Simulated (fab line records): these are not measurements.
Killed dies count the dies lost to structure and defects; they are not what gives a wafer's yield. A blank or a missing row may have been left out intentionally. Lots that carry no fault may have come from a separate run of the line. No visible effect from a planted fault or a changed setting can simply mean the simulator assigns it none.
Check for tools in common | flow nand-harc | Lots sampled 3, wafers sampled 9

WHAT PROMPTED THE OPENING
At NHARC_END_SORT_01 the reading killed-at-other is flagged on 1 of 3 lots. Fault-free wafers read 0.5, with a standard deviation of 0.82.
Rule: a lot is flagged when every wafer of it that has a number lies more than 4 standard deviations from that mean, or none has a number. As for the other lots, they are considered sound.

lot  | measured     | on        | killed-at-other, wafer by wafer | flag
L769 | day 20 10:50 | prober-02 | 0 0 0                           |
L774 | day 21 01:56 | prober-02 | 0 0 0                           |
L779 | day 23 08:32 | prober-01 | 660 657 654                     | FLAGGED
The numbers of the flagged lots are 657.0 on average: +656.5 against the usual, or +99 or more standard deviations.

LOT BY LOT: THE TOOL USED
Before the reading, the record contains 3 process steps out of a 1159-step route. Cell contents, in order: the tool; ch with the chambers the sampled wafers went through; the start.
lot  | flag    | NHARC_A_BONDPAD_CMP_19        | NHARC_THIN_TSV_GRIND_00       | NHARC_THIN_TSV_CMP_01
L769 |         | cmp-03 ch 0,1,2, day 18 18:23 | grinder-01 ch 0, day 19 07:58 | cmp-04 ch 0,1,2, day 19 09:03
L774 |         | cmp-01 ch 0,2,3, day 19 19:37 | grinder-01 ch 0, day 20 06:09 | cmp-02 ch 0,2,3, day 20 07:25
L779 | FLAGGED | cmp-01 ch 0,1, day 22 01:17   | grinder-01 ch 0, day 22 15:02 | cmp-04 ch 1,2, day 22 16:16
What is done by these steps:
- NHARC_A_BONDPAD_CMP_19: polishes, t overpolish 30 s, cu recess touch 16 s, target thk 169.8 nm.
- NHARC_THIN_TSV_GRIND_00
- NHARC_THIN_TSV_CMP_01: polishes.
- NHARC_END_SORT_01

FLAGGED OVER TOTAL, TOOL BY TOOL (the gauges that took the reading come last)
step                    | tool       | lots run | flagged | share of the flagged lots | sound lots run after its first flagged lot
NHARC_A_BONDPAD_CMP_19  | cmp-01     | 2        | 1       | all                       | 0
NHARC_A_BONDPAD_CMP_19  | cmp-03     | 1        | 0       | none                      | -
NHARC_THIN_TSV_GRIND_00 | grinder-01 | 3        | 1       | all                       | 0
NHARC_THIN_TSV_CMP_01   | cmp-02     | 1        | 0       | none                      | -
NHARC_THIN_TSV_CMP_01   | cmp-04     | 2        | 1       | all                       | 0
NHARC_END_SORT_01       | prober-01  | 1        | 1       | all                       | 0
NHARC_END_SORT_01       | prober-02  | 2        | 0       | none                      | -

WHAT THE TABLE PERMITS
4 rows of the table ran every flagged lot: cmp-01 at NHARC_A_BONDPAD_CMP_19, grinder-01 at NHARC_THIN_TSV_GRIND_00, cmp-04 at NHARC_THIN_TSV_CMP_01, prober-01 at NHARC_END_SORT_01.
- cmp-01 at NHARC_A_BONDPAD_CMP_19 ran 2 lots, 1 of them flagged. Last sound lot L774 at day 19 19:37, first flagged lot L779 at day 22 01:17; a fault beginning in between fits.
- grinder-01 at NHARC_THIN_TSV_GRIND_00 ran 3 lots, 1 of them flagged. Last sound lot L774 at day 20 06:09, first flagged lot L779 at day 22 15:02; a fault beginning in between fits.
- cmp-04 at NHARC_THIN_TSV_CMP_01 ran 2 lots, 1 of them flagged. Last sound lot L769 at day 19 09:03, first flagged lot L779 at day 22 16:16; a fault beginning in between fits.
- prober-01 at NHARC_END_SORT_01: 1 of its 1 lot flagged. With no sound lot run before its first flagged lot in this sample, there is nothing to narrow down the start.
These 4 tools cannot be told apart by counting lots, since each of them fits a fault that started at some hour. More lots, or a look at what each step does to the wafer, might.

WHAT THE SIMULATOR HAD INSERTED
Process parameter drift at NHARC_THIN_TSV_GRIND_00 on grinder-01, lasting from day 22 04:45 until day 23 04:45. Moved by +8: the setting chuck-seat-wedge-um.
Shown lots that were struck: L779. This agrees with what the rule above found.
